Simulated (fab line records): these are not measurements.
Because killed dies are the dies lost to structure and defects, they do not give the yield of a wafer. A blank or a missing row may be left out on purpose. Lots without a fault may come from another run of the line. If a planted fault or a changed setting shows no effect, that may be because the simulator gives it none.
fab line records    flow n5_finfet
[record] lots = 9  wafers = 27  last_day = 19
route steps=1938 shown BEOL_M0@732 BEOL_M1@753 BEOL_M4@1111 PASSIVATION@1936
lots with no fault: from the same line, run without faults
start_h: start of the lot's first displayed wafer, in hours after the record's first day    wait_h: how many hours have passed since the lot's step before this one    " unchanged from the row above    L1.1+2: a single row standing in for several wafers    - no value, or no start given    * or withheld: withheld    < > ~ a bound
route shown NAME@n: NAME is a module with steps in the file, n the number in the route of the first one    usual: mean/standard deviation of fault-free wafers    same: alike in all rows    chamber/n: place in a boat    sites: per-site readings    _std_site: their standard deviation    _edge_site: mean of outer sites minus mean of inner sites    radius_mm: how far each site lies from the wafer's centre    mask NAME#n: copy n    behind: the most recent tool/chamber to have shaped the wafer    hold: the reason the lot was held/the length of the hold in hours/how it ended    device: the n, p or np transistor that did not switch    end of line: the same wafers' tests at the end of the route    for a step that has no rows: nothing shown but its recipe    killed: count of dies lost to structure and defects at first sort (not the wafer's yield)    map: a wafer's dies, marking killed ones x, the rest . and places with no die _
set.NAME: the setting that was run; set.NAME@STEP: the one run at that earlier step    model.NAME: the simulator's own value behind a step, which no gauge read
a sample of lots followed through the steps of the route, with each step as a table and each wafer as a row
services: from which hour (start_h, from the record's first day; less than 0 if before it) a tool's chamber was out of use, for how many hours, and why
[[steps]]
[step N5_BEOL_M0_SURFACE_TREAT_137]
[recipe] gas = Ar  time_s = *  ion_energy_ev = *  ion_current_ma_cm2 = 0.5  pressure_mtorr = *  ar_flow_sccm = 30
[usual] throttle_valve_pct = *
lot.wafer  tool            chamber  start_h  wait_h  throttle_valve_pct
L630.1     pvd_sputter-03  -        128.14   0.4     *
L630.2     "               -        "        "       *
L630.4     "               -        "        "       *
L641.1     pvd_sputter-02  -        205.09   0.2     *
L641.4     "               -        "        "       *
L641.5     "               -        "        "       *
L643.2     pvd_sputter-03  -        208.15   0.1     *
L643.4     "               -        "        "       *
L643.6     "               -        "        "       *
L647.1     pvd_sputter-02  -        227.65   0.2     *
L647.2     "               -        "        "       *
L647.5     "               -        "        "       *
L648.2     pvd_sputter-01  -        235.46   0.3     *
L648.4     "               -        "        "       *
L648.5     "               -        "        "       *
L649.2     pvd_sputter-02  -        243.19   0.2     *
L649.4     "               -        "        "       *
L649.5     "               -        "        "       *
L650.2     pvd_sputter-01  -        250.18   1.2     *
L650.3     "               -        "        "       *
L650.6     "               -        "        "       *
L651.3     pvd_sputter-02  -        255.69   0.2     *
L651.4     "               -        "        "       *
L651.6     "               -        "        "       *
L652.3     pvd_sputter-03  -        265.85   1.9     *
L652.4     "               -        "        "       *
L652.5     "               -        "        "       *
[step N5_BEOL_M0_SPUTTER_116]
[recipe] material = Cu  target_thk_a = 40  temp_c = -20  chamber_pressure_pa = 0.07  power_w = withheld  time_s = 7.37
[usual] chuck_gas_flow_sccm = 1.26/0.057  substrate_temp_c = -20.00/0.097  throttle_valve_pct = 30.8/1.4
lot.wafer  tool            chamber  start_h  wait_h  chuck_gas_flow_sccm  substrate_temp_c  throttle_valve_pct
L630.1     pvd_sputter-03  -        128.30   0.1     1.26                 -20.17            30.7
L630.2     "               -        "        "       1.16                 -20.01            29.1
L630.4     "               -        "        "       1.36                 -20.10            30.4
L641.1     pvd_sputter-01  -        206.36   0.9     1.29                 -20.00            30.4
L641.4     "               -        "        "       1.20                 -19.89            30.1
L641.5     "               -        "        "       1.23                 -19.86            33.0
L643.2     pvd_sputter-02  -        210.06   1.7     1.21                 -20.03            30.8
L643.4     "               -        "        "       1.30                 -20.09            29.4
L643.6     "               -        "        "       1.25                 -19.99            31.1
L647.1     pvd_sputter-02  -        227.85   0.1     1.28                 -19.85            29.4
L647.2     "               -        "        "       1.25                 -20.07            31.1
L647.5     "               -        "        "       1.31                 -19.95            30.6
L648.2     pvd_sputter-01  -        235.64   0.1     1.32                 -19.95            29.8
L648.4     "               -        "        "       1.23                 -19.97            31.5
L648.5     "               -        "        "       1.30                 -20.01            33.1
L649.2     pvd_sputter-03  -        243.39   0.1     1.12                 -20.09            29.0
L649.4     "               -        "        "       1.26                 -19.92            30.8
L649.5     "               -        "        "       1.26                 -19.95            32.9
L650.2     pvd_sputter-02  -        250.51   0.2     1.24                 -20.00            28.2
L650.3     "               -        "        "       1.27                 -20.05            29.4
L650.6     "               -        "        "       1.20                 -20.14            31.2
L651.3     pvd_sputter-01  -        256.99   1.2     1.30                 -19.92            29.8
L651.4     "               -        "        "       1.18                 -19.99            31.7
L651.6     "               -        "        "       1.25                 -20.20            30.1
L652.3     pvd_sputter-03  -        266.19   0.1     1.27                 -20.06            30.9
L652.4     "               -        "        "       1.30                 -20.02            30.5
L652.5     "               -        "        "       1.35                 -20.02            28.7
[step N5_BEOL_M0_ANNEAL_119]
[recipe] temp_c = 225  time_s = 90  ambient = N2
[usual] wafer_temp_C_max = 226.05/0.25
lot.wafer  tool           chamber  start_h  wait_h  wafer_temp_C_max
L630.1     rtp_anneal-01  0        129.34   0.5     225.94
L630.2     "              0        "        "       225.97
L630.4     "              0        "        "       225.80
L641.1     rtp_anneal-02  0        206.92   0.1     225.87
L641.4     "              0        "        "       225.67
L641.5     "              0        "        "       226.03
L643.2     rtp_anneal-02  0        210.66   0.1     226.10
L643.4     "              0        "        "       226.11
L643.6     "              0        "        "       225.93
L647.1     rtp_anneal-01  0        228.41   0.1     226.05
L647.2     "              0        "        "       225.63
L647.5     "              0        "        "       226.18
L648.2     rtp_anneal-02  0        236.24   0.1     226.18
L648.4     "              0        "        "       225.93
L648.5     "              0        "        "       225.90
L649.2     rtp_anneal-01  0        244.75   0.9     225.78
L649.4     "              0        "        "       226.34
L649.5     "              0        "        "       225.88
L650.2     rtp_anneal-01  0        251.26   0.2     226.09
L650.3     "              0        "        "       226.29
L650.6     "              0        "        "       225.97
L651.3     rtp_anneal-01  0        257.73   0.2     226.04
L651.4     "              0        "        "       226.00
L651.6     "              0        "        "       226.26
L652.3     rtp_anneal-01  0        266.84   0.1     226.46
L652.4     "              0        "        "       225.69
L652.5     "              0        "        "       226.17
[step N5_BEOL_M1_PECVD_72]
[recipe] material = SiO2  target_thk_a = 160  temp_c = 400  precursor = TEOS/O2  pressure_torr = 5.5  rf_w = 450  teos_flow_sccm = 53.8  gas = O2  flow_sccm = 3000  time_s = 18
[usual] chamber_pressure_Torr = 5.499/0.011  heater_power_outer_w = 391/77  heater_power_w = 683/110  showerhead_plenum_p_Torr = 8.76/0.06  throttle_valve_pct = 22.0/1.1
lot.wafer  tool      chamber  start_h  wait_h  chamber_pressure_Torr  heater_power_outer_w  heater_power_w  showerhead_plenum_p_Torr  throttle_valve_pct
L630.1     pecvd-03  1        130.42   0.0     5.511                  444                   757             8.77                      21.8
L630.2     "         2        "        "       5.502                  391                   716             8.67                      20.9
L630.4     "         2        "        "       5.497                  395                   708             8.66                      21.0
L641.1     pecvd-03  0        207.97   0.0     -                      -                     -               -                         -
L641.4     "         0        "        "       -                      -                     -               -                         -
L641.5     "         0        "        "       -                      -                     -               -                         -
L643.2     pecvd-02  1        211.71   0.0     -                      -                     -               -                         -
L643.4     "         2        "        "       -                      -                     -               -                         -
L643.6     "         0        "        "       -                      -                     -               -                         -
L647.1     pecvd-03  0        229.45   0.0     5.500                  223                   454             8.74                      21.6
L647.2     "         1        "        "       5.477                  351                   655             8.81                      21.9
L647.5     "         1        "        "       5.495                  361                   651             8.80                      21.7
L648.2     pecvd-02  2        237.22   0.0     5.526                  422                   697             8.76                      21.9
L648.4     "         1        "        "       5.508                  435                   663             8.80                      24.4
L648.5     "         0        "        "       5.490                  461                   849             8.85                      22.5
L649.2     pecvd-03  1        245.74   0.0     5.475                  444                   751             8.79                      21.6
L649.4     "         1        "        "       5.471                  444                   771             8.80                      21.7
L649.5     "         2        "        "       5.496                  416                   745             8.62                      20.1
L650.2     pecvd-03  1        252.27   0.0     5.493                  454                   757             8.78                      21.5
L650.3     "         0        "        "       5.495                  284                   543             8.74                      21.7
L650.6     "         1        "        "       5.491                  432                   772             8.80                      21.6
L651.3     pecvd-03  2        258.67   0.0     5.510                  392                   702             8.63                      19.8
L651.4     "         1        "        "       5.498                  431                   758             8.82                      22.0
L651.6     "         2        "        "       5.513                  401                   717             8.65                      19.6
L652.3     pecvd-03  2        267.77   0.0     5.500                  449                   753             8.62                      19.6
L652.4     "         2        "        "       5.508                  453                   770             8.63                      19.8
L652.5     "         0        "        "       5.491                  233                   466             8.75                      21.9
[step N5_BEOL_M4_RC_MEAS_101]
[usual] CHAIN_V0 = 240/8.7  CHAIN_V0_max_site = 250/9.3  DIBL_N = 36.1/1.4  DIBL_P = 36.3/1.4  IOFF_N = 0.154/0.021  IOFF_P = 0.21/0.032  ION_N = 670/8.1  ION_P = 461/7  SS_N = 71.4/0.49  SS_P = 73.3/0.5  VT_N = 250.4/2.6  VT_P = -250/3.7
lot.wafer  tool       chamber  start_h  wait_h  CHAIN_V0[ohm/link]  CHAIN_V0_max_site[ohm/link]  DIBL_N[mV/V]  DIBL_P[mV/V]  IOFF_N[nA/um]  IOFF_P[nA/um]  ION_N[uA/um]  ION_P[uA/um]  SS_N[mV/dec]  SS_P[mV/dec]  VT_N[mV]  VT_P[mV]
L630.1     prober-02  0        201.28   0.0     221                 235                          38.2          36.8          0.170          0.20           676           451           71.7          73.0          246.3     -252
L630.2     "          0        "        "       244                 266                          37.8          37.5          0.172          0.20           682           458           71.7          73.5          248.8     -254
L630.4     "          0        "        "       244                 261                          36.8          36.2          0.154          0.18           681           465           70.8          73.3          248.1     -254
L643.2     prober-02  0        271.58   0.2     210                 217                          35.6          36.4          0.161          0.21           677           462           71.2          72.6          248.5     -249
L643.4     "          0        "        "       209                 227                          36.7          37.6          0.179          0.24           678           468           71.8          73.8          246.2     -247
L643.6     "          0        "        "       212                 222                          35.5          36.7          0.164          0.22           680           462           71.6          73.6          247.9     -251
L641.1     prober-02  0        279.51   0.0     216                 224                          36.4          34.8          0.144          0.23           660           461           71.1          73.0          251.6     -247
L641.4     "          0        "        "       216                 225                          36.7          35.0          0.152          0.23           663           473           71.6          73.3          248.9     -244
L641.5     "          0        "        "       217                 222                          36.9          35.0          0.156          0.23           657           461           72.1          72.7          249.1     -247
L647.1     prober-01  0        305.70   0.0     237                 241                          34.7          34.4          0.133          0.17           656           453           71.4          72.7          252.5     -254
L647.2     "          0        "        "       235                 248                          34.2          34.5          0.122          0.17           664           452           71.5          72.2          252.3     -253
L647.5     "          0        "        "       234                 248                          35.3          34.9          0.134          0.18           669           459           71.7          73.5          253.1     -252
L648.2     prober-01  0        311.47   0.2     248                 256                          35.0          36.6          0.127          0.17           657           458           71.6          72.9          255.0     -255
L648.4     "          0        "        "       234                 255                          32.7          34.0          0.110          0.14           659           455           70.4          72.7          254.8     -254
L648.5     "          0        "        "       234                 250                          33.5          34.5          0.115          0.15           650           451           71.0          72.9          254.3     -259
L650.2     prober-02  0        312.62   0.2     232                 240                          35.7          36.6          0.149          0.21           667           460           71.2          72.6          250.2     -249
L650.3     "          0        "        "       244                 249                          35.4          36.2          0.144          0.20           667           463           71.3          72.9          253.2     -251
L650.6     "          0        "        "       225                 233                          35.3          36.6          0.150          0.21           671           465           71.4          73.3          250.8     -248
L649.2     prober-02  0        328.64   0.2     237                 243                          37.8          38.2          0.167          0.22           665           453           71.4          73.6          249.4     -250
L649.4     "          0        "        "       239                 252                          37.4          37.7          0.154          0.21           661           459           71.3          73.1          250.7     -251
L649.5     "          0        "        "       238                 243                          38.6          39.7          0.186          0.24           679           463           71.7          73.4          250.4     -251
L651.3     prober-01  0        339.87   0.3     260                 268                          38.4          39.0          0.203          0.27           669           463           72.2          74.1          247.8     -246
L651.4     "          0        "        "       248                 258                          36.3          36.1          0.148          0.21           668           465           71.8          73.2          252.4     -250
L651.6     "          0        "        "       258                 271                          37.2          37.6          0.176          0.25           677           469           71.7          73.3          249.6     -245
L652.3     prober-02  0        340.95   0.3     230                 240                          35.5          36.3          0.127          0.17           664           461           71.0          72.8          254.9     -257
L652.4     "          0        "        "       253                 260                          36.7          37.0          0.152          0.19           668           453           71.5          72.7          252.0     -251
L652.5     "          0        "        "       249                 253                          36.2          36.6          0.140          0.18           669           455           71.4          73.2          257.7     -257
// sites CHAIN_V0 radius_mm=0,75,75,75,75,140,140,140,140
L630.1 221 224 225 220 219 219 235 225 220
L643.2 214 211 210 217 214 192 194 192 194
L641.1 220 217 216 220 224 204 202 199 201
L647.1 233 228 241 239 238 236 237 232 237
L648.2 248 249 256 250 248 233 222 227 228
L650.2 237 238 240 232 238 221 223 216 220
L649.2 243 234 233 241 236 233 241 237 237
L651.3 265 261 263 268 260 235 227 235 241
L652.3 231 228 231 240 227 215 224 230 232
[step N5_PASSIVATION_PROBE_49]
[usual] defect_limited_yield = 91.0/1.6  killed_at_M0_to_M3 = 35/11  killed_at_M4_up = 14/5.1  killed_at_contacts = 12/6.6  killed_at_front_end = 41/12  killed_at_other = 4/3  killed_dies = 107/19  killed_open = 70/15  killed_short = 35/8.5  sort_bin_5_function = 5.3/1  sort_bin_6_memory = 3.4/0.73  sort_n_pass = 1073/19  sort_yield_pct = 91.0/1.6
[same] gross_dies = 1180  killed_at_back_side = 0  sort_bin_4_leakage[%] = 0  sort_bin_8_speed[%] = 0
lot.wafer  tool       chamber  start_h  wait_h  defect_limited_yield[%]  killed_at_M0_to_M3  killed_at_M4_up  killed_at_contacts  killed_at_front_end  killed_at_other  killed_dies  killed_open  killed_short  sort_bin_5_function[%]  sort_bin_6_memory[%]  sort_n_pass  sort_yield_pct[%]
L643.2     prober-02  -        380.15   0.1     65.2                     352                 16               7                   36                   0                411          59           40            31.8                    2.5                   769          65.2
L643.4     prober-02  -        380.25   0.2     65.2                     355                 14               5                   35                   2                411          51           22            32.5                    2.1                   769          65.2
L643.6     prober-02  -        380.35   0.3     66.2                     342                 13               8                   33                   3                399          63           26            30.5                    3.1                   781          66.2
L641.1     prober-01  -        388.48   0.0     64.2                     346                 6                13                  57                   1                423          91           30            32.2                    3.3                   757          64.2
L641.4     prober-01  -        388.63   0.2     62.6                     353                 10               28                  50                   0                441          72           45            33.1                    3.6                   739          62.6
L641.5     prober-01  -        388.68   0.2     63.5                     345                 15               18                  53                   0                431          81           30            32.5                    3.6                   749          63.5
// killed by level:class
L643.2 BEOL_M1:area_pecvd=312 BEOL_M0_SAQP:geometric_particle:short=16 FIN_SAQP:geometric_particle:open=9 BEOL_M2:geometric_particle:open=9 BEOL_M4:geometric_particle:open=9 FIN_SAQP:geometric_particle:short=7 BEOL_M0_SAQP:geometric_particle:open=7 STI_FIN_REVEAL:geometric_particle:open=6
L643.4 BEOL_M1:area_pecvd=337 FIN_SAQP:geometric_particle:open=13 BEOL_M4:geometric_particle:open=6 FIN_SAQP:geometric_particle:short=5 MOL_CONTACT_COAG:geometric_particle:open=5 ILD0:geometric_particle:short=4 BEOL_M0_SAQP:geometric_particle:open=4 BEOL_M3:geometric_particle:open=4
L643.6 BEOL_M1:area_pecvd=309 BEOL_M0_SAQP:geometric_particle:open=13 BEOL_M4:geometric_particle:open=8 FIN_SAQP:geometric_particle:open=7 MOL_CONTACT_COAG:geometric_particle:open=7 STARTING-WAFER:geometric_particle:short=6 FIN_SAQP:geometric_particle:short=5 STI_FIN_REVEAL:geometric_particle:open=5
L641.1 BEOL_M1:area_pecvd=302 STI_FIN_REVEAL:geometric_particle:open=25 BEOL_M3:geometric_particle:open=14 MOL_CONTACT_COAG:geometric_particle:open=12 FIN_SAQP:geometric_particle:short=7 BEOL_M0:geometric_particle:open=7 BEOL_M0_SAQP:geometric_particle:open=6 BEOL_M1:geometric_particle:open=6
L641.4 BEOL_M1:area_pecvd=324 MOL_CONTACT_COAG:geometric_particle:open=23 FIN_SAQP:geometric_particle:short=18 BEOL_M3:geometric_particle:open=13 STI_FIN_REVEAL:geometric_particle:open=8 GATE_CUT:geometric_particle:short=6 MOL_CONTACT_COAG:geometric_particle:short=5 DUMMY_GATE:geometric_particle:open=4
L641.5 BEOL_M1:area_pecvd=316 FIN_SAQP:geometric_particle:open=14 BEOL_M3:geometric_particle:open=14 MOL_CONTACT_COAG:geometric_particle:open=11 FIN_SAQP:geometric_particle:short=10 STI_FIN_REVEAL:geometric_particle:open=8 MOL_CONTACT_COAG:geometric_particle:short=6 DUMMY_GATE:geometric_particle:open=5
[[services]]
tool            chamber  start_h  hours  kind
pvd_sputter-02  -        108.66   4.8    repair
pecvd-03        -        118.25   1.2    repair
pecvd-03        1        124.45   5.0    scheduled_down
pecvd-03        0        149.44   2.1    scheduled_down
pecvd-03        2        151.25   2.4    repair
pecvd-02        -        188.31   0.4    repair
pecvd-03        2        202.38   -      clean
pecvd-03        2        202.38   -      consumable_replace:showerhead
pecvd-03        2        202.38   29.0   scheduled_down
pecvd-03        2        202.38   29.0   vent_cycle
pecvd-02        -        217.60   2.5    repair
pecvd-03        -        236.11   1.5    repair
pecvd-03        -        240.73   2.1    repair
rtp_anneal-01   -        245.16   5.3    pm
pecvd-02        1        251.49   5.0    scheduled_down
[[key]]
[first_sign] step = N5_BEOL_M1_PECVD_72  reading = tool_record  direction = missing
[effect] step = N5_BEOL_M4_RC_MEAS_101  reading = CHAIN_V0  direction = down  sigmas = 3.1  usual = 240  struck = 213
[effect] step = N5_BEOL_M4_RC_MEAS_101  reading = CHAIN_V0_max_site  direction = down  sigmas = 3  usual = 250  struck = 223
[effect] step = N5_PASSIVATION_PROBE_49  reading = killed_at_M0_to_M3  direction = up  sigmas = 28  usual = 35  struck = 349
[more_kills_born_at] N5_BEOL_M1_PECVD_72@pecvd-02 = 956  N5_BEOL_M1_PECVD_72@pecvd-03 = 942
met_at N5_BEOL_M1_PECVD_72
struck_lots L641,L643
not_acting_at N5_BEOL_M0_SURFACE_TREAT_137,N5_BEOL_M0_SPUTTER_116,N5_BEOL_M0_ANNEAL_119
onset_between 130.42 207.97
[fault] kind = skipped_step_whole  tool = pecvd-02,pecvd-03  chamber = -  onset_h = 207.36  steps = N5_BEOL_M1_PECVD_72  scope = struck_lots_only
